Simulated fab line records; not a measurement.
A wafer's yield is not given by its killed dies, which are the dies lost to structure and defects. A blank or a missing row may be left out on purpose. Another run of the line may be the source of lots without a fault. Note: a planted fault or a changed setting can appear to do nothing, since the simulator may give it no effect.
fab line records ; flow nand_harc
record: lots: 14; wafers: 42; last_day: 33
route steps=1302 shown A_SOURCE_PLATE@416 A_ONON_D1@425 END@1302
lots with no fault: from the same line, run without faults
start_h: hours from the record's first day to the start of the lot's first wafer shown ; wait_h: hours elapsed since this lot's preceding step ; " same as the row above ; L1.1+2: several wafers, shown together as one row ; - value missing, or start not given ; * or withheld: withheld ; < > ~ a bound
route shown NAME@n: names a module that has steps shown in the file, with the first one's number in the route ; usual: mean/standard deviation of fault-free wafers ; same: alike in all rows ; chamber/n: place in a boat ; sites: readings site by site ; _std_site: the standard deviation of these ; _edge_site: the outer-site mean with the inner-site mean subtracted ; radius_mm: for every site, how far away it sits from the centre of the wafer ; mask NAME#n: copy n ; behind: the most recent tool/chamber to have shaped the wafer ; hold: why the lot went on hold/how many hours it stayed there/how the hold came to an end ; device: transistor that didn't switch, given as n, p or np ; end of line: at the end of the route, the tests of the same wafers ; a step without rows: its recipe alone ; killed: at the first sort, the dies lost to defects and structure; wafer yield is something else ; map: shows each die of a wafer: x if killed, . if not, _ if none is there
set.NAME: the setting the step ran with; set.NAME@STEP: the setting that earlier step ran with ; model.NAME: the simulator's own value behind a step, which no gauge read
one table for each step of the route and one row for each wafer, over a sample of lots
services: the hour from which a tool's chamber was out of use, counted from the record's first day as start_h (under 0 if before that day), plus the number of hours and why
== steps ==
step: NHARC_A_SOURCE_PLATE_THK_MEAS_09
recipe: thk_meas_gauge: ellipsometry
usual: thk_nm: 9.6/0.98
lot.wafer;tool;chamber;start_h;wait_h;thk_nm
L678.1;film_metro-01;-;140.47;0.4;8.9
L678.3;film_metro-01;-;140.47;0.4;10.7
L678.5;film_metro-01;-;140.47;0.4;8.7
L679.2;film_metro-02;-;164.20;0.4;9.5
L679.3;film_metro-02;-;164.20;0.4;7.8
L679.4;film_metro-02;-;164.20;0.4;8.8
L683.3;film_metro-01;-;201.29;0.4;10.2
L683.5;film_metro-01;-;201.29;0.4;9.8
L683.6;film_metro-01;-;201.29;0.4;8.8
L684.1;film_metro-02;-;201.29;0.4;10.0
L684.4;film_metro-02;-;201.29;0.4;10.0
L684.5;film_metro-02;-;201.29;0.4;10.3
L685.2;film_metro-02;-;216.76;0.4;8.5
L685.3;film_metro-02;-;216.76;0.4;10.6
L685.6;film_metro-02;-;216.76;0.4;9.8
L687.1;film_metro-01;-;242.55;0.4;10.7
L687.3;film_metro-01;-;242.55;0.4;9.7
L687.5;film_metro-01;-;242.55;0.4;11.8
L690.1;film_metro-01;-;262.69;0.4;7.5
L690.3;film_metro-01;-;262.69;0.4;9.2
L690.4;film_metro-01;-;262.69;0.4;9.1
L691.1;film_metro-01;-;277.33;0.4;8.6
L691.2;film_metro-01;-;277.33;0.4;10.0
L691.6;film_metro-01;-;277.33;0.4;8.9
L692.1;film_metro-01;-;299.09;0.4;10.9
L692.3;film_metro-01;-;299.09;0.4;8.2
L692.5;film_metro-01;-;299.09;0.4;11.5
L693.3;film_metro-02;-;299.09;0.4;8.9
L693.5;film_metro-02;-;299.09;0.4;9.7
L693.6;film_metro-02;-;299.09;0.4;9.0
L696.4;film_metro-02;-;327.36;0.4;8.9
L696.5;film_metro-02;-;327.36;0.4;8.6
L696.6;film_metro-02;-;327.36;0.4;9.3
L698.1;film_metro-02;-;343.74;0.4;7.6
L698.4;film_metro-02;-;343.74;0.4;7.9
L698.5;film_metro-02;-;343.74;0.4;9.9
L699.1;film_metro-01;-;351.78;0.4;10.6
L699.3;film_metro-01;-;351.78;0.4;10.3
L699.5;film_metro-01;-;351.78;0.4;8.4
L701.1;film_metro-01;-;381.70;0.4;11.3
L701.3;film_metro-01;-;381.70;0.4;9.7
L701.4;film_metro-01;-;381.70;0.4;9.7
step: NHARC_A_ONON_D1_THK_MEAS_02
recipe: thk_meas_gauge: ellipsometry
usual: thk_nm: 997/12
lot.wafer;tool;chamber;start_h;wait_h;thk_nm
L678.1;film_metro-02;-;153.69;-;1009
L678.3;film_metro-02;-;153.69;-;1007
L678.5;film_metro-02;-;153.69;-;1007
L679.2;film_metro-02;-;178.14;-;992
L679.3;film_metro-02;-;178.14;-;993
L679.4;film_metro-02;-;178.14;-;993
L683.3;film_metro-02;-;214.48;-;1006
L683.5;film_metro-02;-;214.48;-;1008
L683.6;film_metro-02;-;214.48;-;1007
L684.1;film_metro-01;-;214.51;-;973
L684.4;film_metro-01;-;214.51;-;974
L684.5;film_metro-01;-;214.51;-;974
L685.2;film_metro-01;-;230.53;-;999
L685.3;film_metro-01;-;230.53;-;999
L685.6;film_metro-01;-;230.53;-;998
L687.1;film_metro-02;-;256.20;-;995
L687.3;film_metro-02;-;256.20;-;995
L687.5;film_metro-02;-;256.20;-;996
L690.1;film_metro-02;-;274.46;-;1006
L690.3;film_metro-02;-;274.46;-;1004
L690.4;film_metro-02;-;274.46;-;1005
L691.1;film_metro-01;-;290.95;-;995
L691.2;film_metro-01;-;290.95;-;996
L691.6;film_metro-01;-;290.95;-;995
L692.1;film_metro-02;-;314.61;-;980
L692.3;film_metro-02;-;314.61;-;981
L692.5;film_metro-02;-;314.61;-;980
L693.3;film_metro-01;-;314.65;-;1020
L693.5;film_metro-01;-;314.65;-;1018
L693.6;film_metro-01;-;314.65;-;1019
L696.4;film_metro-01;-;340.81;-;990
L696.5;film_metro-01;-;340.81;-;990
L696.6;film_metro-01;-;340.81;-;990
L698.1;film_metro-02;-;357.81;-;989
L698.4;film_metro-02;-;357.81;-;988
L698.5;film_metro-02;-;357.81;-;989
L699.1;film_metro-01;-;366.22;-;987
L699.3;film_metro-01;-;366.22;-;985
L699.5;film_metro-01;-;366.22;-;987
L701.1;film_metro-02;-;394.88;-;1000
L701.3;film_metro-02;-;394.88;-;1002
L701.4;film_metro-02;-;394.88;-;1004
step: NHARC_A_ONON_D1_THK_MEAS_05
recipe: thk_meas_gauge: ellipsometry
usual: thk_nm: 1000/9.7
lot.wafer;tool;chamber;start_h;wait_h;thk_nm
L678.1;film_metro-02;-;154.25;-;974
L678.3;film_metro-02;-;154.25;-;973
L678.5;film_metro-02;-;154.25;-;973
L679.2;film_metro-02;-;178.71;-;1002
L679.3;film_metro-02;-;178.71;-;1003
L679.4;film_metro-02;-;178.71;-;1001
L683.3;film_metro-01;-;215.05;-;990
L683.5;film_metro-01;-;215.05;-;988
L683.6;film_metro-01;-;215.05;-;989
L684.1;film_metro-02;-;215.07;-;1003
L684.4;film_metro-02;-;215.07;-;1002
L684.5;film_metro-02;-;215.07;-;1002
L685.2;film_metro-01;-;231.09;-;994
L685.3;film_metro-01;-;231.09;-;993
L685.6;film_metro-01;-;231.09;-;994
L687.1;film_metro-02;-;256.77;-;1001
L687.3;film_metro-02;-;256.77;-;999
L687.5;film_metro-02;-;256.77;-;997
L690.1;film_metro-01;-;275.11;-;994
L690.3;film_metro-01;-;275.11;-;992
L690.4;film_metro-01;-;275.11;-;992
L691.1;film_metro-01;-;291.51;-;1004
L691.2;film_metro-01;-;291.51;-;1004
L691.6;film_metro-01;-;291.51;-;1005
L692.1;film_metro-01;-;315.18;-;992
L692.3;film_metro-01;-;315.18;-;990
L692.5;film_metro-01;-;315.18;-;991
L693.3;film_metro-02;-;315.23;-;994
L693.5;film_metro-02;-;315.23;-;995
L693.6;film_metro-02;-;315.23;-;995
L696.4;film_metro-01;-;341.40;-;995
L696.5;film_metro-01;-;341.40;-;996
L696.6;film_metro-01;-;341.40;-;994
L698.1;film_metro-01;-;358.38;-;1007
L698.4;film_metro-01;-;358.38;-;1007
L698.5;film_metro-01;-;358.38;-;1007
L699.1;film_metro-02;-;366.79;-;1012
L699.3;film_metro-02;-;366.79;-;1015
L699.5;film_metro-02;-;366.79;-;1011
L701.1;film_metro-01;-;395.44;-;1006
L701.3;film_metro-01;-;395.44;-;1008
L701.4;film_metro-01;-;395.44;-;1009
step: NHARC_A_ONON_D1_DEP_06
recipe: target_thk_a: 10000; n2_flow_sccm: 2750; n2o_flow_sccm: 2000; nh3_flow_sccm: 500; sih4_flow_sccm: 210; temp_c: 400
lot.wafer;tool;chamber;start_h;wait_h
L678.1+3+5;pecvd_onon-01;0;154.30;0.1
L679.2+3+4;pecvd_onon-04;0;178.83;0.1
L684.1+4+5;pecvd_onon-04;0;215.13;0.1
L683.3+5+6;pecvd_onon-01;0;215.22;0.2
L685.2+3+6;pecvd_onon-01;0;231.21;0.1
L687.1+3+5;pecvd_onon-04;0;256.82;0.1
L690.1+3+4;pecvd_onon-04;0;275.17;0.1
L691.1+2+6;pecvd_onon-04;0;291.57;0.1
L692.1+3+5;pecvd_onon-02;0;315.23;0.1
L693.3+5+6;pecvd_onon-01;0;315.40;0.2
L696.4+5+6;pecvd_onon-01;0;341.63;0.2
L698.1+4+5;pecvd_onon-01;0;358.44;0.1
L699.1+3+5;pecvd_onon-01;0;366.85;0.1
L701.1+3+4;pecvd_onon-04;0;395.50;0.1
step: NHARC_A_ONON_D1_THK_MEAS_08
recipe: thk_meas_gauge: ellipsometry
usual: thk_nm: 1001/11
lot.wafer;tool;chamber;start_h;wait_h;thk_nm
L678.1;film_metro-01;-;154.82;-;975
L678.3;film_metro-01;-;154.82;-;974
L678.5;film_metro-01;-;154.82;-;974
L679.2;film_metro-01;-;179.28;-;1002
L679.3;film_metro-01;-;179.28;-;1001
L679.4;film_metro-01;-;179.28;-;1001
L683.3;film_metro-01;-;215.62;-;1017
L683.5;film_metro-01;-;215.62;-;336
L683.6;film_metro-01;-;215.62;-;335
L684.1;film_metro-02;-;215.64;-;988
L684.4;film_metro-02;-;215.64;-;989
L684.5;film_metro-02;-;215.64;-;990
L685.2;film_metro-02;-;231.67;-;1003
L685.3;film_metro-02;-;231.67;-;1001
L685.6;film_metro-02;-;231.67;-;319
L687.1;film_metro-01;-;257.34;-;991
L687.3;film_metro-01;-;257.34;-;993
L687.5;film_metro-01;-;257.34;-;993
L690.1;film_metro-02;-;275.67;-;1006
L690.3;film_metro-02;-;275.67;-;1004
L690.4;film_metro-02;-;275.67;-;1003
L691.1;film_metro-01;-;292.08;-;1001
L691.2;film_metro-01;-;292.08;-;1001
L691.6;film_metro-01;-;292.08;-;1002
L692.1;film_metro-02;-;315.75;-;1007
L692.3;film_metro-02;-;315.75;-;1007
L692.5;film_metro-02;-;315.75;-;1006
L693.3;film_metro-01;-;315.80;-;1003
L693.5;film_metro-01;-;315.80;-;1001
L693.6;film_metro-01;-;315.80;-;1002
L696.4;film_metro-01;-;341.97;-;994
L696.5;film_metro-01;-;341.97;-;993
L696.6;film_metro-01;-;341.97;-;995
L698.1;film_metro-01;-;358.95;-;1012
L698.4;film_metro-01;-;358.95;-;1011
L698.5;film_metro-01;-;358.95;-;1012
L699.1;film_metro-02;-;367.36;-;988
L699.3;film_metro-02;-;367.36;-;987
L699.5;film_metro-02;-;367.36;-;988
L701.1;film_metro-01;-;396.01;-;1026
L701.3;film_metro-01;-;396.01;-;1027
L701.4;film_metro-01;-;396.01;-;1028
step: NHARC_END_SORT_01
recipe: temp_c: 25
usual: killed_at_array: 64/20; killed_at_other: 0.7/1.1; killed_at_periphery: 3.6/2.7; killed_dies: 68/20; killed_open: 2.8/1.9; killed_short: 2.3/1.5
same: gross_dies: 677
lot.wafer;tool;chamber;start_h;wait_h;killed_at_array;killed_at_other;killed_at_periphery;killed_dies;killed_open;killed_short
L685.2;prober-02;0;646.36;2.8;86;5;3;94;2;3
L685.3;prober-02;0;647.17;3.1;88;0;2;90;2;0
L685.6;prober-02;0;649.60;4.1;675;1;1;677;1;1
L683.3;prober-01;0;647.07;3.1;53;3;6;62;3;3
L683.5;prober-01;0;648.68;3.7;674;2;1;677;7;4
L683.6;prober-01;0;649.48;4.0;670;3;4;677;4;2
killed by level:class
L685.2 A_CHANNEL_HOLE_D1:chamber_film_flake=34 A_SLIT:chamber_film_flake=27 A_CHANNEL_HOLE_D2:chamber_film_flake=15 THIN_TSV:chamber_film_flake=5 A_CONTACT:chamber_film_flake=4 A_SOURCE_PLATE:geometric_particle:short=2 P_GATE:geometric_particle:open=1 P_CONTACT:geometric_particle:open=1
L683.3 A_CHANNEL_HOLE_D1:chamber_film_flake=31 A_CHANNEL_HOLE_D2:chamber_film_flake=9 A_CONTACT:chamber_film_flake=5 P_M1:chamber_film_flake=4 A_ZERO_WELL:chamber_film_flake=2 THIN_TSV:chamber_film_flake=2 P_STI:geometric_particle:open=1 A_CHANNEL_FILL_D1:geometric_particle:short=1
L685.3 A_CHANNEL_HOLE_D1:chamber_film_flake=36 A_SLIT:chamber_film_flake=30 A_CHANNEL_HOLE_D2:chamber_film_flake=10 A_STAIRCASE:chamber_film_flake=3 A_CHANNEL_FILL_D1:chamber_film_flake=2 A_CHANNEL_FILL_D2:chamber_film_flake=2 A_CONTACT:chamber_film_flake=2 A_CHANNEL_FILL_D1:geometric_particle:open=1
L683.5 A_ONON_D1:area_dep=614 A_CHANNEL_HOLE_D1:chamber_film_flake=32 A_CHANNEL_HOLE_D2:chamber_film_flake=12 A_CONTACT:chamber_film_flake=4 A_SLIT:chamber_film_flake=3 A_WL_FILL:geometric_particle:open=2 A_M0:geometric_particle:open=2 P_M0:geometric_particle:open=1
L683.6 A_ONON_D1:area_dep=609 A_CHANNEL_HOLE_D1:chamber_film_flake=35 A_CHANNEL_HOLE_D2:chamber_film_flake=10 A_CONTACT:chamber_film_flake=6 THIN_TSV:chamber_film_flake=3 A_ZERO_WELL:chamber_film_flake=2 A_CHANNEL_FILL_D1:chamber_film_flake=2 P_M0:geometric_particle:open=1
L685.6 A_ONON_D1:area_dep=593 A_CHANNEL_HOLE_D1:chamber_film_flake=35 A_SLIT:chamber_film_flake=24 A_CHANNEL_HOLE_D2:chamber_film_flake=13 A_WL_FILL:chamber_film_flake=3 A_CONTACT:chamber_film_flake=3 A_ONON_D1:geometric_particle:short=1 A_CHANNEL_FILL_D1:geometric_particle:open=1
== services ==
tool;chamber;start_h;hours;kind
pecvd_onon-02;-;185.00;13.0;pm
pecvd_onon-01;-;269.34;13.0;pm
pecvd_onon-02;-;298.05;13.9;repair
pecvd_onon-04;-;311.11;13.0;pm
pecvd_onon-02;-;366.00;13.0;pm
== key ==
first_sign: step: NHARC_A_ONON_D1_THK_MEAS_08; reading: thk_nm; direction: down; sigmas: 62; usual: 1001; struck: 330
effect: step: NHARC_END_SORT_01; reading: killed_dies; direction: up; sigmas: 31; usual: 68; struck: 677
more_kills_born_at: NHARC_A_ONON_D1_DEP_06@pecvd_onon-01: 1816
met_at NHARC_A_ONON_D1_DEP_06
struck_lots L683,L685
struck_wafers L683.5,L683.6,L685.6
later_rows_left_out L683.5,L683.6,L685.6
tester_left_out L683,L685
not_acting_at NHARC_A_SOURCE_PLATE_THK_MEAS_09,NHARC_A_ONON_D1_THK_MEAS_02,NHARC_A_ONON_D1_THK_MEAS_05
onset_between 154.30 215.22
fault: kind: process_parameter_drift; tool: pecvd_onon-01; chamber: -; onset_h: 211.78; steps: NHARC_A_ONON_D1_DEP_06; channel: target_thk_a; offset: *; shape: step; end_h: 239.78; scope: struck_wafers_only; acts_in: *; stated: *
tester_left_out: of these lots the tester's yield and bins aren't shown, on N5 and GAA mostly nor the transistor test; their killed dies are dies lost to structure and defects alone, not to doping, threshold or leakage, so they don't give the yield
later_rows_left_out: the simulator's readings of these wafers behind a module that went badly wrong aren't trusted and aren't shown, but for the sort
